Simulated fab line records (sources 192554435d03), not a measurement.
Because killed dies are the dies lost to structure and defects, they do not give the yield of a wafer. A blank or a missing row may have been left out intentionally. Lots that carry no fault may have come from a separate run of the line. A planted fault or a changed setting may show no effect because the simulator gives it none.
Chamber matching || flow n5_finfet || N5_BEOL_M5_PRE_CLEAN_77 on cvd_co-01: 3 sister chambers
The step time 15 s. 6 wafers are shown with their chamber, then 10 later ones without.

== WAFERS PAIRED WITH THEIR CHAMBERS ==
{"wafer": "L087.2", "chamber": 0, "heater_power_w (W)": 118}
{"wafer": "L087.4", "chamber": 2, "heater_power_w (W)": 80}
{"wafer": "L087.5", "chamber": 1, "heater_power_w (W)": 75}
{"wafer": "L087.6", "chamber": 0, "heater_power_w (W)": 119}
{"wafer": "L088.2", "chamber": 2, "heater_power_w (W)": 80}
{"wafer": "L088.3", "chamber": 1, "heater_power_w (W)": 74}

== WAFERS WITHOUT THEIR CHAMBER ==
{"wafer": "L088.5", "heater_power_w (W)": 75}
{"wafer": "L093.1", "heater_power_w (W)": 75}
{"wafer": "L093.3", "heater_power_w (W)": 75}
{"wafer": "L093.6", "heater_power_w (W)": 78}
{"wafer": "L094.1", "heater_power_w (W)": 76}
{"wafer": "L094.2", "heater_power_w (W)": 74}
{"wafer": "L094.3", "heater_power_w (W)": 122}
{"wafer": "L095.2", "heater_power_w (W)": 119}
{"wafer": "L095.3", "heater_power_w (W)": 77}
{"wafer": "L095.6", "heater_power_w (W)": 116}

== WHICH CHAMBER EACH WENT THROUGH ==
{"wafer": "L088.5", "from the rows above": 1, "in truth": 1}
{"wafer": "L093.1", "from the rows above": 1, "in truth": 1}
{"wafer": "L093.3", "from the rows above": 1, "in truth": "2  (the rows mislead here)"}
{"wafer": "L093.6", "from the rows above": 2, "in truth": 2}
{"wafer": "L094.1", "from the rows above": 1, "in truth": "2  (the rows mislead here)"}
{"wafer": "L094.2", "from the rows above": 1, "in truth": 1}
{"wafer": "L094.3", "from the rows above": 0, "in truth": 0}
{"wafer": "L095.2", "from the rows above": 0, "in truth": 0}
{"wafer": "L095.3", "from the rows above": "can't be placed: 1 or 2", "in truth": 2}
{"wafer": "L095.6", "from the rows above": 0, "in truth": 0}
7 of 10 placed correctly. Unplaceable from these rows: 1, with the true chamber sitting among the candidates in 1. Wrongly placed: 2.
How it was worked out, from the rows above alone: a wafer's distance from a chamber is the root of the sum, over the readings, of the square of ((its reading less the chamber's mean) divided by the reading's scatter). If the next closest chamber is less than 2 further off than the closest, the wafer can't be placed; otherwise it belongs to the closest. Each chamber's mean is taken over the wafers shown for it. The scatter: take each reading less its chamber's mean, square it, sum over the shown wafers, divide by the number of wafers less the number of chambers, and take the root.
